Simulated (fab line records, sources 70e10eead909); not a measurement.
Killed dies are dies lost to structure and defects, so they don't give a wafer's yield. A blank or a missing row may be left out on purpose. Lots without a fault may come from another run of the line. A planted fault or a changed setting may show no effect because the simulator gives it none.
fab line records | flow nand_harc
record lots=6 wafers=18 last_day=23
route steps=1159 shown A_CHANNEL_HOLE_D1@461 A_CHANNEL_FILL_D1@490 END@1159
lots that met no fault: from a run of the same line without faults
start_h: hours from the record's first day to the start of the lot's first wafer shown | wait_h: hours since the lot's step before | " the same as in the row above | L1.1+2: a row that stands for several wafers | - no value, or no start given | * or withheld: withheld | < > ~ a bound
route shown NAME@n: a module of which the file shows steps, and the number in the route of the first | usual: mean/standard deviation of fault-free wafers | same: alike in all rows | chamber/n: place in a boat | sites: the reading at each site | _std_site: their standard deviation | _edge_site: outer sites' mean less inner sites' | radius_mm: how far each site lies from the wafer's centre | mask NAME#n: copy n | behind: the tool/chamber that last shaped the wafer | hold: why the lot was held/for how many hours/how that ended | device: the transistor (n, p or np) that didn't switch | end of line: the same wafers' tests at the end of the route | a step without rows: its recipe alone | killed: dies lost to structure and defects at the first sort, not the wafer's yield | map: a wafer's dies, x killed, . not, _ none there
set.NAME: the setting as run; set.NAME@STEP: as run at that earlier step | model.NAME: the simulator's own value behind a step, which no gauge read
lots at some steps of the route; a table a step, a row a wafer
services: from which hour (start_h, from the record's first day; less than 0 if before it) a tool's chamber was out of use, for how many hours, and why
## steps
# step NHARC_A_CHANNEL_HOLE_D1_DEVELOP_09
# recipe develop_time_s=35 dev_temp_c=23
# step NHARC_A_CHANNEL_HOLE_D1_CD_MEAS_10
# recipe target_cd_nm=100 landing_energy_ev=500
# usual cd_nm=100.2/0.63
# columns lot.wafer tool chamber start_h wait_h cd_nm
L430.1 cd_sem-02 0 193.72 - 99.9
L430.3 " 0 " " 99.7
L430.5 " 0 " " 99.5
L433.3 cd_sem-02 0 195.76 - 100.1
L433.4 " 0 " " 100.9
L433.5 " 0 " " 101.0
L434.1 cd_sem-02 0 211.82 - 99.2
L434.3 " 0 " " 99.6
L434.5 " 0 " " 98.8
L438.2 cd_sem-01 0 230.02 - 100.4
L438.4 " 0 " " 100.4
L438.6 " 0 " " 100.8
L446.1 cd_sem-03 0 269.41 - 100.7
L446.2 " 0 " " 99.9
L446.4 " 0 " " 100.9
L448.1 cd_sem-01 0 280.32 - 100.2
L448.3 " 0 " " 100.5
L448.5 " 0 " " 100.2
# step NHARC_A_CHANNEL_HOLE_D1_OVL_MEAS_11
# usual overlay_x_nm=-0.2/0.83 overlay_y_nm=-0.1/1.1
# columns lot.wafer tool chamber start_h wait_h overlay_x_nm overlay_y_nm
L430.1 overlay-02 - 193.81 - 1.2 1.4
L430.3 " - " " 1.4 1.1
L430.5 " - " " 1.0 1.6
L433.3 overlay-01 - 195.84 - -0.1 -0.7
L433.4 " - " " -0.5 -0.5
L433.5 " - " " 0.5 -0.7
L434.1 overlay-02 - 211.91 - -1.1 0.6
L434.3 " - " " -1.2 0.2
L434.5 " - " " -1.0 0.2
L438.2 overlay-02 - 230.10 - 0.9 -0.3
L438.4 " - " " 0.4 -0.6
L438.6 " - " " 0.2 -0.4
L446.1 overlay-01 - 269.50 - -1.0 -1.4
L446.2 " - " " -1.0 -1.1
L446.4 " - " " -0.6 -1.4
L448.1 overlay-02 - 280.42 - 0.0 -2.2
L448.3 " - " " 0.3 -2.1
L448.5 " - " " 0.3 -1.9
# step NHARC_A_CHANNEL_HOLE_D1_INSPECT_12
# usual raw_defect_count=5.6/2.8
# columns lot.wafer tool chamber start_h wait_h raw_defect_count
L430.1 defect_inspect-02 - 193.85 0.0 6
L430.3 " - " " 6
L430.5 " - " " 4
L433.3 defect_inspect-02 - 195.88 0.0 7
L433.4 " - " " 0
L433.5 " - " " 4
L434.1 defect_inspect-02 - 211.94 0.0 3
L434.3 " - " " 10
L434.5 " - " " 5
L438.2 defect_inspect-01 - 230.14 0.0 7
L438.4 " - " " 6
L438.6 " - " " 5
L446.1 defect_inspect-01 - 269.54 0.0 12
L446.2 " - " " 5
L446.4 " - " " 8
L448.1 defect_inspect-02 - 280.45 0.0 6
L448.3 " - " " 10
L448.5 " - " " 4
# step NHARC_A_CHANNEL_HOLE_D1_DESCUM_15
# recipe time_s=3 o2_flow_sccm=200 ar_flow_sccm=0 bias_power_w=0 chemistry=O2
# step NHARC_A_CHANNEL_HOLE_D1_ETCH_38
# recipe target_depth_a=390 over_etch_frac=0.3 time_s=65 ion_energy_ev=80 cf4_flow_sccm=150 ar_flow_sccm=0 rf_w=300 bias_w=100 chemistry=CF4
# usual drypump_motor_current_A=5.85/0.25 oes_product_au=1.000/0.0091 rf_vpp_V=151.1/1.1 showerhead_plenum_p_Torr=1.75/0.049 throttle_valve_pct=13.285/0.01
# columns lot.wafer tool chamber start_h wait_h drypump_motor_current_A oes_product_au rf_hours_counter_h rf_vpp_V showerhead_plenum_p_Torr throttle_valve_pct
L430.3 rie_diel-06 0 194.00 0.1 6.19 1.009 8 150.5 1.75 13.279
L430.1 " 1 " " 5.89 0.999 8 152.4 1.77 13.290
L430.5 " 0 " " 6.19 1.004 - 151.0 1.75 13.271
L433.3 rie_diel-10 3 196.03 0.1 6.16 0.990 1 150.8 1.73 13.282
L433.4 " 1 " " 5.34 0.987 1 149.7 1.69 13.290
L433.5 " 0 " " 5.87 0.990 - 151.3 1.81 13.275
L434.3 rie_diel-10 1 212.09 0.1 5.35 0.999 2 150.3 1.69 13.292
L434.1 " 3 " " 6.17 0.982 2 149.7 1.73 13.270
L434.5 " 2 " " 5.84 1.002 - 151.5 1.74 13.290
L438.2 rie_diel-10 3 230.29 0.1 6.21 0.994 4 151.0 1.73 13.270
L438.4 " 2 " " 5.84 0.993 4 150.4 1.74 13.299
L438.6 " 3 " " 6.19 0.996 - 149.3 1.73 13.279
L446.1 rie_diel-02 0 269.69 0.1 5.79 1.011 8 151.6 1.82 13.290
L446.2 " 1 " " 6.01 1.017 8 151.5 1.74 13.279
L446.4 " 2 " " 6.01 1.008 9 152.6 1.86 13.283
L448.1 rie_diel-10 2 280.60 0.1 5.83 1.005 8 149.0 1.74 13.283
L448.3 " 0 " " 5.91 1.000 7 151.2 1.81 13.293
L448.5 " 2 " " 5.83 1.008 - 150.3 1.74 13.274
# step NHARC_A_CHANNEL_HOLE_D1_ETCH_39
# recipe target_depth_a=2600 over_etch_frac=0.3 time_s=325 ion_energy_ev=200 n2_flow_sccm=150 h2_flow_sccm=150 ar_flow_sccm=0 rf_w=400 bias_w=150 chemistry=N2/H2
# step NHARC_A_CHANNEL_HOLE_D1_ETCH_34
# recipe target_depth_a=1540 time_s=77 cf4_flow_sccm=100 chf3_flow_sccm=30 ar_flow_sccm=0 rf_w=500 bias_w=200 chemistry=CF4/CHF3
# step NHARC_A_CHANNEL_HOLE_D1_ETCH_16
# recipe target_depth_a=31000 over_etch_frac=0.3 time_s=806 ion_energy_ev=150 o2_flow_sccm=400 cos_flow_sccm=20 ar_flow_sccm=0 rf_w=500 bias_w=300 chemistry=O2/COS
# step NHARC_A_CHANNEL_HOLE_D1_CD_MEAS_18
# usual cd_nm=99.5/2.4
# columns lot.wafer tool chamber start_h wait_h cd_nm
L430.1 cd_sem-02 - 195.01 - 99.9
L430.3 " - " " 98.9
L430.5 " - " " 96.2
L433.3 cd_sem-01 - 197.13 - 97.6
L433.4 " - " " 97.0
L433.5 " - " " 100.5
L434.1 cd_sem-03 - 213.11 - 95.9
L434.3 " - " " 103.7
L434.5 " - " " 99.1
L438.2 cd_sem-01 - 231.32 - 101.0
L438.4 " - " " 98.4
L438.6 " - " " 103.5
L446.1 cd_sem-02 - 270.70 - 96.5
L446.2 " - " " 98.5
L446.4 " - " " 104.3
L448.1 cd_sem-03 - 281.62 - 95.6
L448.3 " - " " 101.4
L448.5 " - " " 98.5
# step NHARC_A_CHANNEL_HOLE_D1_ETCH_19
# recipe bias_v=1200 source_w=2500 pressure_mtorr=15 time_s=34.5 ar_flow_sccm=375 c4f8_flow_sccm=28.8 o2_flow_sccm=96.2 temp_c=-20 target_depth_a=* chemistry=C4F8/O2/Ar
# usual drypump_motor_current_A=5.7/0.51 showerhead_plenum_p_Torr=3.71/0.1 throttle_valve_pct=37.038/0.009
# columns lot.wafer tool chamber start_h wait_h drypump_motor_current_A rf_hours_counter_h showerhead_plenum_p_Torr throttle_valve_pct
L430.1 har_etch-02 0 195.11 0.1 6.3 113 3.85 37.037
L430.3 " 0 " " 6.3 - 3.85 37.024
L430.5 " 1 " " 5.2 - 3.60 37.043
L433.3 har_etch-02 1 199.28 2.1 5.2 - 3.60 37.029
L433.4 " 0 " " 6.3 - 3.85 37.024
L433.5 " 1 " " 5.2 - 3.60 37.018
L434.1 har_etch-02 0 215.74 2.6 6.3 128 3.85 37.037
L434.3 " 0 " " 6.3 - 3.85 37.031
L434.5 " 1 " " 5.1 - 3.59 37.050
L438.2 har_etch-02 1 231.41 0.1 5.2 133 3.59 37.043
L438.4 " 1 " " 5.2 - 3.59 37.031
L438.6 " 1 " " 5.2 - 3.59 37.040
L446.2 har_etch-01 0 271.00 0.3 6.1 224 3.77 37.033
L446.1 " 1 " " 5.3 224 3.62 37.019
L446.4 " 0 " " 6.1 - 3.77 37.035
L448.1 har_etch-01 1 281.70 0.1 5.3 228 3.62 37.030
L448.3 " 0 " " 6.1 - 3.77 37.045
L448.5 " 1 " " 5.2 - 3.62 37.046
# step NHARC_A_CHANNEL_HOLE_D1_ETCH_20
# recipe bias_v=3000 source_w=withheld pressure_mtorr=20 time_s=361.9 ar_flow_sccm=375 c4f8_flow_sccm=89.3 o2_flow_sccm=35.7 temp_c=-20 target_depth_a=16000 chemistry=C4F8/O2/Ar
# step NHARC_A_CHANNEL_HOLE_D1_ETCH_21
# recipe bias_v=3000 source_w=withheld pressure_mtorr=20 time_s=514.3 ar_flow_sccm=375 c4f8_flow_sccm=89.3 o2_flow_sccm=35.7 temp_c=-20 target_depth_a=16000 chemistry=C4F8/O2/Ar
# usual drypump_motor_current_A=5.7/0.51 showerhead_plenum_p_Torr=3.67/0.098 throttle_valve_pct=32.155/0.0087
# columns lot.wafer tool chamber start_h wait_h drypump_motor_current_A rf_hours_counter_h showerhead_plenum_p_Torr throttle_valve_pct
L430.1 har_etch-02 0 195.59 0.3 6.3 113 3.81 32.160
L430.3 " 0 " " 6.3 - 3.81 32.159
L430.5 " 1 " " 5.2 - 3.56 32.140
L433.3 har_etch-02 1 199.81 0.3 5.2 - 3.56 32.156
L433.4 " 0 " " 6.3 - 3.80 32.152
L433.5 " 1 " " 5.2 - 3.56 32.168
L434.1 har_etch-02 0 216.21 0.3 6.3 128 3.80 32.158
L434.3 " 0 " " 6.3 - 3.80 32.151
L434.5 " 1 " " 5.2 - 3.55 32.140
L438.2 har_etch-02 1 231.88 0.3 5.2 134 3.55 32.164
L438.4 " 1 " " 5.2 - 3.55 32.144
L438.6 " 1 " " 5.2 - 3.55 32.146
L446.2 har_etch-01 0 271.43 0.3 6.2 224 3.73 32.152
L446.1 " 1 " " 5.3 224 3.58 32.152
L446.4 " 0 " " 6.2 - 3.73 32.163
L448.1 har_etch-01 1 282.12 0.3 5.2 228 3.58 32.158
L448.3 " 0 " " 6.2 - 3.72 32.146
L448.5 " 1 " " 5.2 - 3.58 32.165
# step NHARC_A_CHANNEL_HOLE_D1_ETCH_22
# recipe bias_v=3000 source_w=withheld pressure_mtorr=20 time_s=666.7 ar_flow_sccm=375 c4f8_flow_sccm=89.3 o2_flow_sccm=35.7 temp_c=-20 target_depth_a=16000 chemistry=C4F8/O2/Ar
# usual drypump_motor_current_A=5.7/0.51 showerhead_plenum_p_Torr=3.67/0.098 throttle_valve_pct=32.155/0.0093
# columns lot.wafer tool chamber start_h wait_h drypump_motor_current_A rf_hours_counter_h showerhead_plenum_p_Torr throttle_valve_pct
L430.1 har_etch-02 0 196.05 0.4 6.3 114 3.81 32.157
L430.3 " 0 " " 6.3 - 3.81 32.147
L430.5 " 1 " " 5.2 - 3.56 32.168
L433.3 har_etch-02 1 200.30 0.4 5.2 - 3.56 32.147
L433.4 " 0 " " 6.3 - 3.80 32.164
L433.5 " 1 " " 5.2 - 3.56 32.149
L434.1 har_etch-02 0 216.67 0.4 6.3 129 3.80 32.164
L434.3 " 0 " " 6.3 - 3.80 32.174
L434.5 " 1 " " 5.2 - 3.55 32.154
L438.2 har_etch-02 1 232.34 0.4 5.2 134 3.55 32.153
L438.4 " 1 " " 5.2 - 3.55 32.157
L438.6 " 1 " " 5.2 - 3.55 32.169
L446.2 har_etch-01 0 271.86 0.4 6.1 225 3.73 32.146
L446.1 " 1 " " 5.2 225 3.58 32.160
L446.4 " 0 " " 6.1 - 3.73 32.162
L448.1 har_etch-01 1 282.56 0.4 5.3 228 3.58 32.153
L448.3 " 0 " " 6.2 - 3.72 32.150
L448.5 " 1 " " 5.2 - 3.58 32.163
# step NHARC_A_CHANNEL_HOLE_D1_ETCH_23
# recipe bias_v=5000 source_w=withheld pressure_mtorr=20 time_s=819 ar_flow_sccm=375 c4f8_flow_sccm=89.3 o2_flow_sccm=35.7 temp_c=-20 target_depth_a=16000 chemistry=C4F8/O2/Ar
# step NHARC_A_CHANNEL_HOLE_D1_ETCH_24
# recipe bias_v=5000 source_w=withheld pressure_mtorr=20 time_s=906.2 ar_flow_sccm=375 c4f8_flow_sccm=93.8 o2_flow_sccm=31.2 temp_c=-20 target_depth_a=15000 chemistry=C4F8/O2/Ar
# step NHARC_A_CHANNEL_HOLE_D1_ETCH_25
# recipe bias_v=5000 source_w=withheld pressure_mtorr=20 time_s=1040.2 ar_flow_sccm=375 c4f8_flow_sccm=93.8 o2_flow_sccm=31.2 temp_c=-20 target_depth_a=15000 chemistry=C4F8/O2/Ar
# step NHARC_A_CHANNEL_HOLE_D1_ETCH_26
# recipe bias_v=300 source_w=2000 pressure_mtorr=30 time_s=224.1 ar_flow_sccm=375 c4f8_flow_sccm=11.4 o2_flow_sccm=113.6 temp_c=-20 target_depth_a=3000 chemistry=C4F8/O2/Ar
# step NHARC_A_CHANNEL_HOLE_D1_ETCH_33
# recipe bias_v=400 source_w=2000 pressure_mtorr=25 time_s=90 ar_flow_sccm=375 c4f8_flow_sccm=41.7 o2_flow_sccm=83.3 temp_c=-20 target_depth_a=4000 chemistry=C4F8/O2/Ar
# step NHARC_A_CHANNEL_HOLE_D1_STRIP_41
# recipe n2_flow_sccm=150 h2_flow_sccm=150 ar_flow_sccm=0 bias_w=0 chemistry=N2/H2
# step NHARC_A_CHANNEL_HOLE_D1_STRIP_42
# recipe cf4_flow_sccm=100 chf3_flow_sccm=30 ar_flow_sccm=0 bias_w=0 chemistry=CF4/CHF3
# step NHARC_A_CHANNEL_HOLE_D1_STRIP_43
# recipe o2_flow_sccm=400 cos_flow_sccm=20 ar_flow_sccm=0 bias_w=0 chemistry=O2/COS
# step NHARC_A_CHANNEL_HOLE_D1_ETCH_44
# recipe target_depth_a=1400 overetch_a=140 time_s=77 ion_energy_ev=100 cf4_flow_sccm=80 o2_flow_sccm=20 ar_flow_sccm=0 rf_w=300 bias_w=100 chemistry=CF4/O2
# step NHARC_A_CHANNEL_HOLE_D1_STRIP_27
# recipe o2_flow_sccm=500 ar_flow_sccm=0 bias_w=0 chemistry=O2
# usual drypump_motor_current_A=5.89/0.23 oes_product_au=0.999/0.0085 rf_vpp_V=57.7/0.87 showerhead_plenum_p_Torr=3.50/0.09 throttle_valve_pct=17.036/0.0092
# columns lot.wafer tool chamber start_h wait_h drypump_motor_current_A oes_product_au rf_hours_counter_h rf_vpp_V showerhead_plenum_p_Torr throttle_valve_pct
L430.3 rie_diel-06 2 - - 5.87 1.003 10 57.4 3.55 17.038
L430.1 " 3 " " 5.90 1.001 10 57.3 3.44 17.022
L430.5 " 1 " " 5.91 0.999 - 57.0 3.54 17.030
L433.4 rie_diel-02 0 - - 5.81 1.014 2 59.6 3.64 17.036
L433.3 " 1 " " 6.07 1.007 2 57.7 3.47 17.024
L433.5 " 0 " " 5.77 1.007 - 58.5 3.64 17.039
L434.1 rie_diel-10 0 - - 5.89 0.987 3 59.3 3.60 17.043
L434.3 " 1 " " 5.36 1.000 3 57.7 3.37 17.035
L434.5 " 3 " " 6.20 0.994 - 57.4 3.45 17.021
L438.2 rie_diel-10 0 - - 5.88 0.995 4 56.6 3.60 17.019
L438.6 " 1 " " 5.35 1.005 - 56.9 3.37 17.030
L438.4 " 2 " " 5.85 1.007 - 56.7 3.47 17.045
L446.2 rie_diel-10 0 - - 5.88 0.998 7 57.9 3.60 17.050
L446.1 " 3 " " 6.18 0.992 6 56.7 3.45 17.039
L446.4 " 0 " " 5.87 0.989 - 59.9 3.60 17.042
L448.3 rie_diel-10 2 - - 5.87 0.998 8 58.6 3.47 17.028
L448.1 " 3 " " 6.21 0.998 7 57.4 3.45 17.034
L448.5 " 2 " " 5.86 0.997 - 58.0 3.47 17.021
# step NHARC_A_CHANNEL_HOLE_D1_PRECLEAN_28
# recipe time_s=* temp_c=50 bath_age_min=0 chemistry=SC1
# step NHARC_A_CHANNEL_HOLE_D1_SRD_29
# step NHARC_A_CHANNEL_HOLE_D1_CD_MEAS_30
# usual cd_nm=90.3/1.2
# columns lot.wafer tool chamber start_h wait_h cd_nm
L430.1 cd_sem-03 - 200.59 - 88.2
L430.3 " - " " 88.7
L430.5 " - " " 90.0
L433.3 cd_sem-02 - 204.75 - 90.1
L433.4 " - " " 90.7
L433.5 " - " " 92.7
L434.1 cd_sem-03 - 221.22 - 87.9
L434.3 " - " " 90.7
L434.5 " - " " 89.2
L438.2 cd_sem-03 - 237.06 - 90.3
L438.4 " - " " 88.5
L438.6 " - " " 91.0
L446.1 cd_sem-01 - 276.68 - 90.2
L446.2 " - " " 91.8
L446.4 " - " " 89.7
L448.1 cd_sem-01 - 287.21 - 91.0
L448.3 " - " " 89.9
L448.5 " - " " 90.2
# step NHARC_A_CHANNEL_HOLE_D1_XSEM_31
# recipe landing_energy_ev=35000
# usual bot_cd_nm=74.9/1.3 bow_nm=8.66/0.25 tilt_deg=0.07/0.045
# columns lot.wafer tool chamber start_h wait_h bot_cd_nm bow_nm tilt_deg
L430.1 xsem-02 0 200.68 0.1 73.3 8.50 0.09
L430.3 " 0 " " 74.2 8.61 0.09
L430.5 " 0 " " 75.0 8.59 0.09
L433.3 xsem-02 0 204.85 0.1 74.4 8.39 0.05
L433.4 " 0 " " 75.0 8.44 0.05
L433.5 " 0 " " 77.2 8.48 0.05
L434.1 xsem-01 0 221.30 0.1 73.1 8.56 0.09
L434.3 " 0 " " 75.9 8.38 0.09
L434.5 " 0 " " 74.0 8.43 0.09
L438.2 xsem-01 0 237.15 0.1 74.3 8.56 0.07
L438.4 " 0 " " 73.0 8.52 0.07
L438.6 " 0 " " 75.5 8.58 0.08
L446.1 xsem-02 0 276.78 0.1 74.9 8.44 0.09
L446.2 " 0 " " 76.7 8.52 0.09
L446.4 " 0 " " 74.2 8.50 0.10
L448.1 xsem-02 0 287.31 0.1 75.3 8.60 0.07
L448.3 " 0 " " 74.6 8.63 0.07
L448.5 " 0 " " 75.1 8.55 0.08
# step NHARC_A_CHANNEL_HOLE_D1_INSPECT_40
# usual raw_defect_count=56/16
# columns lot.wafer tool chamber start_h wait_h raw_defect_count
L430.1 defect_inspect-02 - 200.78 - 43
L430.3 " - " " 47
L430.5 " - " " 46
L433.3 defect_inspect-02 - 204.94 - 28
L433.4 " - " " 33
L433.5 " - " " 39
L434.1 defect_inspect-01 - 221.40 - 406
L434.3 " - " " 379
L434.5 " - " " 359
L438.2 defect_inspect-02 - 237.24 - 398
L438.4 " - " " 385
L438.6 " - " " 346
L446.1 defect_inspect-02 - 276.87 - 49
L446.2 " - " " 64
L446.4 " - " " 58
L448.1 defect_inspect-02 - 287.40 - 62
L448.3 " - " " 85
L448.5 " - " " 60
# step NHARC_A_CHANNEL_FILL_D1_PRECLEAN_00
# recipe time_s=* temp_c=50 bath_age_min=0 chemistry=SC1
# step NHARC_END_SORT_01
# recipe temp_c=25
# usual killed_at_array=29/9.4 killed_at_other=0.7/1.3 killed_at_periphery=2.9/2.1 killed_dies=32/9 killed_open=3.3/1.8 killed_short=1.9/1.4
# same gross_dies=677
# columns lot.wafer tool chamber start_h wait_h killed_at_array killed_at_other killed_at_periphery killed_dies killed_open killed_short
L434.1 prober-01 0 495.49 2.5 96 0 0 96 3 2
L434.3 prober-01 0 497.09 3.1 87 0 1 88 2 3
L434.5 prober-01 0 498.69 3.7 80 0 2 82 3 1
L438.2 prober-01 0 511.80 2.8 83 0 6 89 4 1
L438.4 prober-01 0 513.40 3.4 85 1 0 86 3 2
L438.6 prober-01 0 514.99 4.0 69 0 2 71 4 0
# killed by level:class
L434.1 A_CHANNEL_HOLE_D1:unspecified=75 A_STAIRCASE:chamber_film_flake=5 A_SGD_CUT:chamber_film_flake=4 A_WL_FILL:chamber_film_flake=3 A_CONTACT:chamber_film_flake=2 A_ONON_D1:geometric_particle:short=1 A_ONON_D1:geometric_particle:open=1 A_WL_FILL:geometric_particle:short=1
L434.3 A_CHANNEL_HOLE_D1:unspecified=75 A_CHANNEL_HOLE_D1:chamber_film_flake=3 A_CONTACT:chamber_film_flake=3 A_CONTACT:geometric_particle:open=2 A_STAIRCASE:chamber_film_flake=2 P_M0:geometric_particle:short=1 A_CONTACT:geometric_particle:short=1 A_M0:geometric_particle:short=1
L434.5 A_CHANNEL_HOLE_D1:unspecified=65 A_STAIRCASE:chamber_film_flake=4 A_SGD_CUT:chamber_film_flake=4 A_CONTACT:chamber_film_flake=2 P_M0:geometric_particle:open=1 P_M1:geometric_particle:open=1 A_ONON_D1:geometric_particle:short=1 A_ONON_D1:geometric_particle:open=1
L438.2 A_CHANNEL_HOLE_D1:unspecified=74 P_M0:chamber_film_flake=3 A_ZERO_WELL:chamber_film_flake=2 A_STAIRCASE:chamber_film_flake=2 P_GATE:geometric_particle:short=1 P_GATE:geometric_particle:open=1 A_ONON_D1:geometric_particle:open=1 A_BLC:geometric_particle:open=1
L438.4 A_CHANNEL_HOLE_D1:unspecified=69 A_CONTACT:chamber_film_flake=6 A_CHANNEL_HOLE_D1:chamber_film_flake=3 A_CONTACT:geometric_particle:open=2 A_WL_FILL:chamber_film_flake=2 A_CHANNEL_HOLE_D1:geometric_particle:short=1 A_CHANNEL_FILL_D1:geometric_particle:short=1 STARTING-WAFER:geometric_particle:open=1
L438.6 A_CHANNEL_HOLE_D1:unspecified=61 A_WL_FILL:chamber_film_flake=2 A_CONTACT:chamber_film_flake=2 P_CONTACT:geometric_particle:open=1 P_M2:geometric_particle:open=1 A_CONTACT:geometric_particle:open=1 A_M1:geometric_particle:open=1 A_ZERO_WELL:chamber_film_flake=1
# map L434.1 (x killed, . not)
____________.____________
_________......._________
_______..........._______
______...x.........______
_____..........x...._____
____.........x.......____
____..x..............____
___......xx...........___
___...x.xxx...........___
__....xxxxxxx..........__
__.....xxxxxx..........__
_....x.xxxxxxx.........._
_.....xxxxxxx..........._
_.....xxxxxxxx.........x_
_....x.xxxxxx......x...._
_.....xxxxxxx..........._
......x.xxxxx............
.....x.xxxxx.x...........
...x..xxxxxxx....x.......
....x..x.xx...x..........
......x..................
_................x......_
_......................._
_.............x........._
_......................._
_..x...................._
__...x.................__
__.....................__
___...................___
___...................___
____.................____
____...............x.____
_____.......x......._____
______.............______
_______..........._______
_________......._________
____________.____________
# map L438.2 (x killed, . not)
____________.____________
_________......._________
_______..........._______
______.............______
_____..............._____
____...x.............____
____.................____
___...................___
___........x.......x..___
__...x.................__
__.....................__
_.................x....._
_......................._
_......................._
_......................._
_......................._
........x................
.....x.....x.............
.......x.................
.........................
....x............x.x.....
_x.............xxxxxx..._
_................xxxx..._
_..............x.xxxx..x_
_..............xxxxxxx.._
_..............xxxxxxxx._
__............xxxxxxxxx__
__..x..........xxxxxxxx__
___............xxxxxxx___
___............xxxxxxx___
____............xxxxx____
____.............xxxx____
_____...........xxx._____
______...........x.______
_______..........._______
_________......._________
____________.____________
## services
# columns tool chamber start_h hours kind
rie_diel-02 3 175.22 6.3 repair
har_etch-01 - 175.79 13.5 repair
rie_diel-10 - 176.50 9.0 pm
rie_diel-10 0 176.50 9.0 vent_cycle
rie_diel-10 1 176.50 9.0 vent_cycle
rie_diel-10 2 176.50 9.0 vent_cycle
rie_diel-10 3 176.50 9.0 vent_cycle
rie_diel-10 0 185.50 - clean
rie_diel-10 1 185.50 - clean
rie_diel-10 2 185.50 - clean
rie_diel-10 3 185.50 - clean
rie_diel-10 0 210.00 - clean
rie_diel-10 1 210.00 - clean
rie_diel-10 2 210.00 - clean
rie_diel-10 3 210.00 - clean
rie_diel-10 3 233.23 27.6 repair
rie_diel-06 - 241.20 9.0 pm
rie_diel-02 3 242.07 2.6 repair
rie_diel-10 1 251.93 5.6 repair
rie_diel-06 - 265.38 0.5 repair
rie_diel-10 1 269.48 8.4 repair
rie_diel-02 2 276.61 13.7 repair
rie_diel-06 1 280.26 11.0 repair
rie_diel-02 0 285.70 17.1 repair
## key
first_sign step=NHARC_A_CHANNEL_HOLE_D1_INSPECT_40 reading=raw_defect_count direction=up sigmas=20 usual=56 struck=379
effect step=NHARC_END_SORT_01 reading=killed_dies direction=up sigmas=5.9 usual=32 struck=85
more_kills_born_at NHARC_A_CHANNEL_HOLE_D1_ETCH_21@har_etch-02=397
met_at NHARC_A_CHANNEL_HOLE_D1_ETCH_21
struck_wafers L434.1,L434.3,L434.5,L438.2,L438.4,L438.6
tester_left_out L434,L438
onset_between 199.81 216.21
also_fits NHARC_A_CHANNEL_HOLE_D1_ETCH_19:har_etch-02,NHARC_A_CHANNEL_HOLE_D1_ETCH_22:har_etch-02,NHARC_A_CHANNEL_HOLE_D1_XSEM_31:xsem-01
fault kind=chamber_particle_source tool=har_etch-02 chamber=- onset_h=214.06 steps=NHARC_A_CHANNEL_HOLE_D1_ETCH_21 rate_per_visit_cm2=0.51619 end_h=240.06
# tester_left_out: of these lots the tester's yield and bins aren't shown, on N5 and GAA mostly nor the transistor test; their killed dies are dies lost to structure and defects alone, not to doping, threshold or leakage, so they don't give the yield
